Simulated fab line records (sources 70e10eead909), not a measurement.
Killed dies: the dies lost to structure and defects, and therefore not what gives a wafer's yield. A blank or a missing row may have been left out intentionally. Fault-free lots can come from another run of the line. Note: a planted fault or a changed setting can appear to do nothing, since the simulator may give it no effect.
Chamber matching | flow nand-harc | NHARC_A_CONTACT_ETCH_90 on rie-diel-05 has 4 sister chambers
The step etches the open film in CH3F/O2, target depth 40 nm, time 85.7 s. 4 wafers are shown with their chamber, then 12 later ones without.

EACH WAFER AND ITS CHAMBER
wafer  | chamber | showerhead-plenum-p-Torr (Torr)
L081.5 | 1       | 2.57
L085.2 | 3       | 2.37
L085.3 | 2       | 2.45
L085.5 | 0       | 2.40

WAFERS MISSING THEIR CHAMBER
wafer  | showerhead-plenum-p-Torr (Torr)
L088.2 | 2.57
L088.3 | 2.37
L088.6 | 2.37
L089.2 | 2.44
L089.3 | 2.40
L089.4 | 2.37
L090.3 | 2.36
L090.4 | 2.40
L090.5 | 2.44
L093.1 | 2.36
L093.5 | 2.44
L093.6 | 2.57

WHICH CHAMBER EACH ONE RAN IN
wafer  | from the rows above | in truth
L088.2 | 1                   | 1
L088.3 | 3                   | 3
L088.6 | 3                   | 3
L089.2 | 2                   | 2
L089.3 | 0                   | 0
L089.4 | 3                   | 3
L090.3 | 3                   | 3
L090.4 | 0                   | 0
L090.5 | 2                   | 2
L093.1 | 3                   | 3
L093.5 | 2                   | 2
L093.6 | 1                   | 1
12 of 12 placed correctly. Can't be placed from these rows: 0. Placed wrongly: 0.
How it was worked out, from the rows above alone: a wafer's distance from a chamber is the root of the sum, over the readings, of the square of ((its reading less the chamber's mean) divided by the reading's scatter). The wafer belongs to the nearest chamber; if the next one is less than 2 further off, it can't be placed. Each chamber's mean is taken over the wafers shown for it. The scatter (one wafer shown for each chamber): square how far every hidden wafer sits from the nearest shown wafer, average those squares and take the square root.
